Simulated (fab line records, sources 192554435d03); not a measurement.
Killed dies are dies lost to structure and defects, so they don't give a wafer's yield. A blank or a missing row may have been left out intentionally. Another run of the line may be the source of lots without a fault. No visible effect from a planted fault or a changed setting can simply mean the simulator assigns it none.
fab line records | flow n5-finfet
record lots=12 wafers=34 last-day=19
route steps=1938 shown BEOL_M5@1169
lots that met no fault: from a run of the same line without faults
start-h: hours from the record's opening day to when the first of the lot's shown wafers began | wait-h: hours from the lot's prior step to this one | " identical to the entry in the row above | L1.1+2: a single row standing in for several wafers | - no value, or no start was given | * or withheld: withheld | < > ~ a bound
route shown NAME@n: NAME is a module with steps in the file, n the number in the route of the first one | usual: mean/standard deviation of fault-free wafers | same: alike in all rows | chamber/n: place in a boat | sites: readings site by site | _std_site: how widely they spread, as a standard deviation | _edge_site: inner sites' mean taken away from outer sites' mean | radius-mm: how far each site lies from the wafer's centre | mask NAME#n: copy n | behind: tool/chamber where the wafer was last shaped | hold: cause of the lot's hold/its duration in hours/its outcome | device: which transistor (n, p or np) failed to switch | end of line: the route-end tests of the same wafers | a step given without rows: its recipe and nothing more | killed: not the wafer's yield, but the dies lost to structure and defects at the first sort | map: per-die view of a wafer (x killed, . not killed, _ where there is no die)
set.NAME: setting as actually run; set.NAME@STEP: the setting as run at that earlier step | model.NAME: the simulator's own value behind a step, which no gauge read
the route's steps for a sample of lots (tables are steps, rows are wafers)
services: a tool's chamber out of use, with start hour (start-h, from the record's first day; less than 0 if before it), hours out, and reason
## steps
# step N5_BEOL_M5_CURE_80
# recipe temp-c=370 time-s=120 ambient=DMADMS/He material=SiCOH_lowk
# usual lamp-power-pct=52.31/0.053 wafer_temp_C_max=371.5/0.53
# same time-s=120
# columns lot.wafer tool chamber start-h wait-h lamp-power-pct wafer_temp_C_max
L656.1 uv-cure-02 0 213.81 0.0 52.19 371.5
L656.3 " 0 " " 52.29 372.7
L656.5 " 0 " " 52.34 371.2
L658.2 uv-cure-03 0 217.03 0.1 52.27 372.4
L658.3 " 0 " " 52.30 371.4
L658.5 " 0 " " 52.22 371.7
L659.2 uv-cure-02 0 225.64 0.1 52.40 371.1
L659.4 " 0 " " 52.28 370.8
L659.6 " 0 " " 52.37 371.1
L660.1 uv-cure-01 0 236.18 0.0 52.35 371.5
L660.4 " 0 " " 52.30 371.4
L660.6 " 0 " " 52.31 371.3
L669.3 uv-cure-02 2 279.18 0.1 52.31 371.5
L669.5 " 2 " " 52.28 371.6
L671.1 uv-cure-03 1 282.36 0.2 52.20 370.7
L671.2 " 1 " " 52.31 370.9
L671.4 " 1 " " 52.31 370.8
L668.4 uv-cure-02 2 282.69 0.2 52.38 371.1
L668.5 " 2 " " 52.32 371.1
L670.1 uv-cure-01 1 296.98 0.4 52.38 372.5
L670.2 " 1 " " 52.38 372.7
L670.5 " 1 " " 52.34 372.4
L674.2 uv-cure-02 1 321.94 0.3 52.35 371.2
L674.3 " 1 " " 52.32 371.9
L674.5 " 1 " " 52.23 371.5
L677.1 uv-cure-02 0 330.20 0.3 52.26 371.1
L677.3 " 0 " " 52.31 371.8
L677.4 " 0 " " 52.27 371.5
L678.1 uv-cure-03 1 330.50 0.4 52.37 371.3
L678.3 " 1 " " 52.32 371.1
L678.4 " 1 " " 52.29 371.3
L679.1 uv-cure-03 1 351.65 0.8 52.34 371.4
L679.3 " 1 " " 52.31 370.6
L679.6 " 1 " " 52.32 370.8
# step N5_BEOL_M5_SPUTTER_48
# recipe material=Cu target-thk-a=150 temp-c=-20 chamber-pressure-pa=0.07 power-w=withheld time-s=27.62
# usual throttle-valve-pct=30.2/1.4
# same time-s=27.62
# columns lot.wafer tool chamber start-h wait-h throttle-valve-pct
L656.1 pvd-sputter-02 - 216.31 1.0 30.4
L656.3 " - " " 30.1
L656.5 " - " " 30.3
L658.2 pvd-sputter-03 - 218.39 0.2 28.3
L658.3 " - " " 30.6
L658.5 " - " " 28.4
L659.2 pvd-sputter-01 - 227.96 0.1 31.6
L659.4 " - " " 29.3
L659.6 " - " " 29.3
L660.1 pvd-sputter-01 - 238.57 1.2 30.6
L660.4 " - " " 29.2
L660.6 " - " " 31.3
L669.3 pvd-sputter-02 - 280.14 0.1 31.1
L669.5 " - " " 30.0
L671.1 pvd-sputter-03 - 284.02 0.1 30.8
L671.2 " - " " 28.2
L671.4 " - " " 29.7
L668.4 pvd-sputter-01 - 284.29 0.1 30.4
L668.5 " - " " 29.4
L670.1 pvd-sputter-01 - 298.47 0.4 31.2
L670.2 " - " " 33.3
L670.5 " - " " 31.4
L674.2 pvd-sputter-01 - 324.77 0.2 31.2
L674.3 " - " " 29.5
L674.5 " - " " 31.0
L677.1 pvd-sputter-01 - 331.40 0.1 29.1
L677.3 " - " " 31.1
L677.4 " - " " 29.4
L678.1 pvd-sputter-02 - 332.04 0.2 31.1
L678.3 " - " " 30.2
L678.4 " - " " 30.0
L679.1 pvd-sputter-02 - 352.65 0.1 30.0
L679.3 " - " " 31.0
L679.6 " - " " 30.0
# step N5_BEOL_M5_SPUTTER_88
# recipe material=Cu target-thk-a=150 temp-c=-20 chamber-pressure-pa=0.07 power-w=withheld time-s=27.62
# usual throttle-valve-pct=30.2/1.4
# same time-s=27.62
# columns lot.wafer tool chamber start-h wait-h throttle-valve-pct
L656.1 pvd-sputter-02 - 219.57 0.5 30.1
L656.3 " - " " 30.0
L656.5 " - " " 30.2
L658.2 pvd-sputter-03 - 221.65 0.5 28.3
L658.3 " - " " 30.7
L658.5 " - " " 28.5
L659.2 pvd-sputter-01 - 231.22 0.5 31.2
L659.4 " - " " 29.1
L659.6 " - " " 29.4
L660.1 pvd-sputter-01 - 241.83 0.5 30.5
L660.4 " - " " 29.3
L660.6 " - " " 31.2
L669.3 pvd-sputter-02 - 283.40 0.5 30.9
L669.5 " - " " 30.2
L671.1 pvd-sputter-03 - 287.28 0.5 30.8
L671.2 " - " " 28.5
L671.4 " - " " 29.9
L668.4 pvd-sputter-01 - 287.55 0.5 30.7
L668.5 " - " " 29.3
L670.1 pvd-sputter-01 - 301.73 0.5 31.2
L670.2 " - " " 33.2
L670.5 " - " " 31.2
L674.2 pvd-sputter-01 - 328.03 0.5 31.4
L674.3 " - " " 29.5
L674.5 " - " " 31.2
L677.1 pvd-sputter-01 - 334.66 0.5 29.3
L677.3 " - " " 31.5
L677.4 " - " " 29.2
L678.1 pvd-sputter-02 - 335.30 0.5 31.2
L678.3 " - " " 30.2
L678.4 " - " " 30.1
L679.1 pvd-sputter-02 - 355.91 0.5 30.0
L679.3 " - " " 31.1
L679.6 " - " " 30.1
# step N5_BEOL_M5_CMP_52
# recipe stop-on=SiCOH_lowk t-overpolish-s=6.9 down-force-psi=1 platen-rpm=50 clearing-platen-down-force-psi=1.5 clearing-platen-rpm=50 post-cmp-clean=cu-alkaline target-thk-nm=62 clearing-platen-pad-velocity-m-s=0.99484 pad-velocity-m-s=0.99484
# usual barrier-field-endpoint-s=24.5/0.65 edge-zone-pressure-frac=1.000/0.0051 motor-current-A=5.9/0.53 overpolish-run-s=6.899/0.0094 time-to-endpoint-s=60/3.1
# columns lot.wafer tool chamber start-h wait-h barrier-field-endpoint-s edge-zone-pressure-frac motor-current-A overpolish-run-s time-to-endpoint-s
L656.1 cmp-03 1 221.15 0.3 25.1 1.011 5.2 6.893 66
L656.3 " 2 " " 23.9 0.992 5.7 6.902 60
L656.5 " 1 " " 24.4 1.010 5.5 6.902 61
L658.2 cmp-01 1 223.31 0.3 24.7 0.995 5.9 6.905 61
L658.3 " 2 " " 23.5 0.994 6.9 6.892 57
L658.5 " 3 " " 24.6 0.989 5.3 6.905 58
L659.2 cmp-03 1 232.84 0.2 25.2 0.998 5.4 6.879 61
L659.4 " 2 " " 25.9 0.999 6.3 6.914 61
L659.6 " 1 " " 24.8 0.995 5.3 6.913 60
L660.4 cmp-02 2 243.46 0.2 24.5 1.010 6.7 6.892 58
L660.1 " 3 " " 24.3 0.983 5.6 6.896 59
L660.6 " 1 " " 24.2 1.006 6.2 6.900 60
L669.3 cmp-03 0 285.07 0.2 13.3 0.999 4.9 6.901 36
L669.5 " 1 " " 13.6 1.002 5.5 6.900 35
L671.2 cmp-02 0 288.87 0.2 23.8 1.004 7.1 6.891 58
L671.4 " 1 " " 24.9 1.003 6.1 6.908 65
L671.1 " 3 " " 23.7 1.008 5.7 6.892 61
L668.4 cmp-03 1 289.23 0.2 24.8 1.003 5.4 6.883 59
L668.5 " 0 " " 13.1 1.000 5.3 6.898 27
L670.1 cmp-02 3 303.32 0.3 24.3 1.006 5.6 6.902 62
L670.2 " 0 " " 23.1 0.997 6.6 6.902 55
L670.5 " 3 " " 24.1 1.006 5.5 6.911 57
L674.3 cmp-02 2 329.69 0.2 25.3 0.996 6.6 6.912 65
L674.2 " 3 " " 24.6 0.993 5.7 6.904 62
L674.5 " 0 " " 24.7 1.000 7.0 6.898 60
L677.1 cmp-01 0 336.28 0.3 23.9 1.003 6.1 6.892 61
L677.4 " 1 " " 24.5 1.002 5.5 6.912 68
L677.3 " 2 " " 24.2 1.001 6.3 6.903 58
L678.3 cmp-01 2 336.89 0.2 24.0 0.994 6.5 6.911 57
L678.4 " 3 " " 23.9 0.994 5.4 6.901 58
L678.1 " 1 " " 24.4 0.999 5.9 6.888 66
L679.1 cmp-01 0 357.54 0.3 23.6 0.994 6.1 6.912 61
L679.3 " 1 " " 25.0 1.000 6.1 6.890 66
L679.6 " 3 " " 24.3 1.008 5.3 6.913 62
## services
# columns tool chamber start-h hours kind
uv-cure-03 - 206.31 9.1 repair
cmp-03 - 211.86 0.5 repair
cmp-02 - 212.65 4.0 pm
uv-cure-01 - 213.41 1.2 repair
cmp-02 - 216.65 - consumable-replace:conditioner
cmp-02 - 216.65 - consumable-replace:pad
uv-cure-03 - 243.33 1.0 pm
cmp-02 - 253.81 1.8 repair
uv-cure-01 - 270.15 1.0 pm
cmp-02 - 276.03 0.5 repair
cmp-02 - 277.21 8.7 pm
uv-cure-01 - 298.54 7.7 repair
cmp-03 - 303.28 0.5 repair
uv-cure-02 - 310.03 0.7 repair
cmp-01 - 327.24 4.1 pm
cmp-01 - 331.60 2.1 repair
cmp-03 - 335.78 5.1 pm
cmp-01 - 342.81 4.0 pm
cmp-01 - 346.81 - consumable-replace:conditioner
cmp-01 - 346.81 - consumable-replace:pad
cmp-01 - 346.81 7.1 pm
pvd-sputter-03 - 353.36 1.1 repair
pvd-sputter-03 - 355.01 3.2 repair
## key
first-sign step=N5_BEOL_M5_CMP_52 reading=barrier-field-endpoint-s direction=down sigmas=17 usual=24.5 struck=13.3
effect step=N5_BEOL_M5_CMP_52 reading=time-to-endpoint-s direction=down sigmas=9.1 usual=* struck=*
met-at N5_BEOL_M5_CMP_52
struck-lots L668,L669
struck-wafers L668.5,L669.3,L669.5
not-acting-at N5_BEOL_M5_CURE_80,N5_BEOL_M5_SPUTTER_48,N5_BEOL_M5_SPUTTER_88
onset-between 232.84 285.07
fault kind=process-parameter-drift tool=cmp-03 chamber=- onset-h=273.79 steps=N5_BEOL_M5_CMP_52 channel=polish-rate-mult offset=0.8 shape=step end-h=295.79 scope=struck-wafers-only
